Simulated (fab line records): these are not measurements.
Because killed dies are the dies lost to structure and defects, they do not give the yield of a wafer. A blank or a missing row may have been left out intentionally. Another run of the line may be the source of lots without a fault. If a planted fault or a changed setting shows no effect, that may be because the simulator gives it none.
Which tool was responsible?    flow nand-harc    12 lots, 36 wafers sampled, at 5 steps of a route of 1159

== WHAT THE GAUGES SHOWED, per wafer ==
NHARC_A_M1_THK_MEAS_24: measures by xrf.
lot   measured      on             thk-nm (nm)
L364  day 18 11:17  film-metro-02  153.4 154.3 155.3
L366  day 18 09:32  film-metro-02  154.2 155.3 153.2
L365  day 18 14:34  film-metro-01  153.1 153.2 153.1
L368  day 18 16:42  film-metro-02  154.5 155.0 157.2
L367  day 19 01:03  film-metro-02  154.6 154.6 152.8
L370  day 19 06:17  film-metro-01  154.0 155.6 153.3
L372  day 19 22:29  film-metro-02  152.1 154.9 153.5
L373  day 20 04:40  film-metro-02  155.2 153.9 154.0
L375  day 21 02:17  film-metro-01  153.6 153.6 155.3
L377  day 20 15:54  film-metro-01  152.8 155.5 153.3
L384  day 22 11:38  film-metro-01  153.9 155.0 155.1
L385  day 22 16:37  film-metro-01  154.1 155.6 153.3

NHARC_END_SORT_01.
lot   measured      on         defect-limited-yield (%)  killed-at-array  killed-at-other  killed-at-periphery  killed-dies  killed-open  killed-short  sort_bin_2_pct (%)  sort_bin_3_pct (%)  sort_bin_4_pct (%)  sort-n-pass  sort-rim-yield-pct (%)  sort-yield-pct (%)
L384  day 24 10:23  prober-02  85.1 83.0 95.1            21 25 28         0 0 1            80 90 4              101 115 33   2 5 3        0 2 1         5.9 5.0 0.9         3.40 4.43 0.44      5.6 7.5 3.5         576 562 644  99.1 97.2 98.1          85.1 83.0 95.1
L385  day 24 09:41  prober-01  94.7 82.9 94.7            33 25 35         0 0 0            3 91 1               36 116 36    2 2 1        0 2 2         2.1 7.1 1.8         0.30 2.66 0.30      3.0 7.4 3.2         641 561 641  99.1 98.1 99.1          94.7 82.9 94.7

== WHICH TOOL RAN EACH LOT (tool, then ch and the chambers of the sampled wafers, then the start) ==
lot   NHARC_P_M2_ETCH_28                  NHARC_A_M1_PRE_CLEAN_32          NHARC_THIN_TSV_ANNEAL_52
L364  rie-diel-09 ch 0,2, day 6 08:12     pecvd-04 ch 1,2, day 18 11:37    rtp-anneal-02 ch 0, day 19 10:39
L366  rie-diel-01 ch 1,2,3, day 6 10:58   pecvd-01 ch 0,1,2, day 18 09:47  rtp-anneal-01 ch 0, day 19 09:40
L365  rie-diel-01 ch 1,2, day 6 15:35     pecvd-04 ch 0,1,2, day 18 15:08  rtp-anneal-02 ch 0, day 19 18:59
L368  rie-diel-13 ch 0,2,3, day 7 04:54   pecvd-04 ch 0,1,2, day 18 16:58  rtp-anneal-01 ch 0, day 19 17:29
L367  rie-diel-01 ch 1,2,3, day 7 06:45   pecvd-01 ch 0,1, day 19 01:18    rtp-anneal-01 ch 0, day 20 00:56
L370  rie-diel-13 ch 0,1, day 7 15:31     pecvd-04 ch 0,1,2, day 19 06:54  rtp-anneal-01 ch 0, day 20 03:14
L372  rie-diel-09 ch 0,3, day 8 02:10     pecvd-04 ch 0,1,2, day 19 23:37  rtp-anneal-02 ch 0, day 20 20:54
L373  rie-diel-01 ch 1,2,3, day 8 15:40   pecvd-03 ch 0,1,2, day 20 04:53  rtp-anneal-01 ch 0, day 21 01:25
L375  rie-diel-01 ch 0,2,3, day 8 22:12   pecvd-01 ch 0,1, day 21 02:30    rtp-anneal-02 ch 0, day 22 02:18
L377  rie-diel-01 ch 0,1,2, day 9 11:01   pecvd-03 ch 0,1, day 20 16:10    rtp-anneal-02 ch 0, day 21 14:43
L384  rie-diel-01 ch 0,3, day 11 05:43    pecvd-03 ch 0,2, day 22 11:52    rtp-anneal-01 ch 0, day 23 12:23
L385  rie-diel-01 ch 0,2,3, day 11 11:22  pecvd-03 ch 0,2, day 22 16:52    rtp-anneal-02 ch 0, day 23 17:12
- NHARC_P_M2_ETCH_28: etches the open film in CF4/N2, target depth 30 nm, time 72.99 s.
- NHARC_A_M1_PRE_CLEAN_32: time 12 s.
- NHARC_THIN_TSV_ANNEAL_52: time 90 s.

== WHAT THE TOOLS THEMSELVES READ (means of the sampled wafers that have a number; where no wafer has one, the mark that the record gives instead) ==
NHARC_P_M2_ETCH_28.
lot   tool         bias-w (W)  drypump-motor-current-A (A)  oes-product-au (a.u.)  rf-vpp-V (V)  showerhead-plenum-p-Torr (Torr)  throttle-valve-pct (%)
L364  rie-diel-09  99.90       5.4                          0.997                  315.2         2.71                             19.797
L366  rie-diel-01  99.87       6.0                          1.003                  313.6         2.57                             19.792
L365  rie-diel-01  99.72       6.2                          0.991                  312.3         2.47                             19.798
L368  rie-diel-13  99.94       5.6                          1.014                  315.0         2.65                             19.786
L367  rie-diel-01  99.81       6.0                          0.991                  313.3         2.57                             19.793
L370  rie-diel-13  99.83       5.8                          0.998                  313.8         2.64                             19.799
L372  rie-diel-09  100.14      5.7                          1.000                  313.8         2.63                             19.792
L373  rie-diel-01  100.21      6.0                          0.987                  312.9         2.57                             19.792
L375  rie-diel-01  100.15      5.7                          0.993                  313.6         2.57                             19.803
L377  rie-diel-01  99.89       5.9                          0.994                  311.5         2.47                             19.793
L384  rie-diel-01  100.02      5.5                          0.982                  315.9         2.67                             19.794
L385  rie-diel-01  100.07      5.7                          0.985                  313.5         2.57                             19.793

NHARC_A_M1_PRE_CLEAN_32.
lot   tool      heater-power-w (W)
L364  pecvd-04  567
L366  pecvd-01  683
L365  pecvd-04  623
L368  pecvd-04  606
L367  pecvd-01  689
L370  pecvd-04  613
L372  pecvd-04  646
L373  pecvd-03  557
L375  pecvd-01  644
L377  pecvd-03  618
L384  pecvd-03  537
L385  pecvd-03  531

NHARC_THIN_TSV_ANNEAL_52.
lot   tool           wafer_temp_C_max
L364  rtp-anneal-02  226.33
L366  rtp-anneal-01  226.46
L365  rtp-anneal-02  226.37
L368  rtp-anneal-01  226.42
L367  rtp-anneal-01  226.38
L370  rtp-anneal-01  226.46
L372  rtp-anneal-02  226.06
L373  rtp-anneal-01  226.33
L375  rtp-anneal-02  226.21
L377  rtp-anneal-02  226.13
L384  rtp-anneal-01  226.34
L385  rtp-anneal-02  226.34

== THE ANSWER, worked out from the rows above alone ==
Rule: what is usual is taken from the lots themselves. Put in order of their means at a reading, lots are off if they are a third of the lots or fewer, leave a main group of 4 or more, and stand apart from it by a gap of 3 or more times the standard deviation of the main group's means; of several such gaps the widest counts. If all means in a main group match to the digits the tables above print for the reading, that group is not used. A lot without any number at a reading at which 4 lots or more have one is off too. The other lots that the step has rows for count as sound. After the gauges, taken in route order, come the tools' own readings; for these a lot's mean is taken, as printed above. At the first step where some lot is off, the reading lying furthest off is the one used; lots without a number count as furthest.
None of the lots is off at any reading shown; this tells nothing.

== WHAT THE SIMULATOR PUT IN ==
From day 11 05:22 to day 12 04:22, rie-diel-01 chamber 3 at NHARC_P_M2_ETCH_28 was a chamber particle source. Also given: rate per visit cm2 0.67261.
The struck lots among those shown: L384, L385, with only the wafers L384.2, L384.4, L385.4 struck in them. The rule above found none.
